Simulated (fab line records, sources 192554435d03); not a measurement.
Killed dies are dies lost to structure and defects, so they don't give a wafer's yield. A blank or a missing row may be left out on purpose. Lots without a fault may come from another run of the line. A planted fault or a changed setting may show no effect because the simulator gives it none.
Chamber matching | flow n5_finfet | N5_HKMG_FIN_CVD_62 on thermal_cvd_si-01: 3 sister chambers
The step deposits a-Si from Si2H6, target thk 3 nm, time 20.8 s. 24 wafers are shown with their chamber, then 12 later ones without.

WAFERS WITH THEIR CHAMBER
wafer  | chamber | heater_power_w (W)
L075.3 | 0       | 1343
L075.4 | 1       | 1694
L075.5 | 0       | 1354
L077.3 | 1       | 1757
L077.4 | 2       | 1581
L077.6 | 0       | 1348
L079.1 | 1       | 1747
L079.2 | 0       | 1394
L079.4 | 2       | 1588
L081.2 | 1       | 1764
L081.4 | 0       | 1392
L081.6 | 1       | 1763
L082.1 | 2       | 1603
L082.2 | 0       | 1368
L082.6 | 2       | 1570
L085.2 | 0       | 1388
L085.4 | 2       | 1597
L085.5 | 1       | 1750
L087.3 | 2       | 1592
L087.4 | 0       | 1393
L087.6 | 2       | 1589
L089.4 | 0       | 1430
L089.5 | 1       | 1777
L089.6 | 2       | 1555

SIGNATURES (means of the wafers above)
reading        | chamber 0 | chamber 1 | chamber 2 | scatter within a chamber
heater_power_w | 1378.89   | 1750.29   | 1584.38   | 24.1
Rule: a wafer's distance from a chamber is the root of the sum, over the readings, of the square of ((its reading less the chamber's mean) divided by the reading's scatter). The wafer belongs to the nearest chamber; if the next one is less than 2 further off, it can't be placed. The scatter: the root of (the sum of the squares of (reading less its chamber's mean) over the shown wafers, divided by (wafers less chambers)).

WAFERS WITHOUT THEIR CHAMBER
wafer  | heater_power_w (W)
L091.1 | 1714
L091.2 | 1391
L091.3 | 1589
L093.2 | 1584
L093.5 | 1576
L093.6 | 1757
L095.1 | 1785
L095.3 | 1602
L095.4 | 1422
L097.1 | 1788
L097.5 | 1369
L097.6 | 1782

WHICH CHAMBER EACH WENT THROUGH
wafer  | from the rows above | in truth
L091.1 | 1                   | 1
L091.2 | 0                   | 0
L091.3 | 2                   | 2
L093.2 | 2                   | 2
L093.5 | 2                   | 2
L093.6 | 1                   | 1
L095.1 | 1                   | 1
L095.3 | 2                   | 2
L095.4 | 0                   | 0
L097.1 | 1                   | 1
L097.5 | 0                   | 0
L097.6 | 1                   | 1
Placed correctly: 12 of 12. Can't be placed from these rows: 0. Placed wrongly: 0.
